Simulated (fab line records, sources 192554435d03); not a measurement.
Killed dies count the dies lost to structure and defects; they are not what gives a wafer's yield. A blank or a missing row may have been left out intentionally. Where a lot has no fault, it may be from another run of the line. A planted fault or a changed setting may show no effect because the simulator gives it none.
Matching of chambers | flow n5-finfet | 4 sister chambers for N5_GATE_CUT_CMP_23 on cmp-03
The step polishes, stops on SiO2, t overpolish 23.4 s, target thk 16 nm. 4 wafers are shown with their chamber, then 6 later ones without.

WAFERS WITH THEIR CHAMBER
wafer  | chamber | motor-current-A (A)
L088.1 | 1       | 8.0
L090.3 | 3       | 10.6
L091.1 | 2       | 9.0
L091.3 | 0       | 8.8

WAFERS WITHOUT THEIR CHAMBER
wafer  | motor-current-A (A)
L094.2 | 8.2
L094.4 | 7.5
L095.1 | 7.9
L095.2 | 9.2
L095.4 | 9.8
L097.2 | 10.5

EACH ONE'S CHAMBER
wafer  | from the rows above          | in truth
L094.2 | can't be placed: 1 or 0 or 2 | 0
L094.4 | can't be placed: 1 or 0      | 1
L095.1 | can't be placed: 1 or 0      | 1
L095.2 | can't be placed: 2 or 0      | 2
L095.4 | can't be placed: 3 or 2 or 0 | 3
L097.2 | 3                            | 3
Correct placement for 1 of the 6. Not placeable from these rows: 5 (in 5, the candidates include the true chamber). Placed wrongly: 0.
How it was worked out, from the rows above alone: a wafer's distance from a chamber is the root of the sum, over the readings, of the square of ((its reading less the chamber's mean) divided by the reading's scatter). The wafer belongs to the nearest chamber; if the next one is less than 2 further off, it can't be placed. A chamber's mean is the mean of its shown wafers. The scatter: root of mean squared gap, hidden wafer to nearest shown wafer, with one shown wafer a chamber.
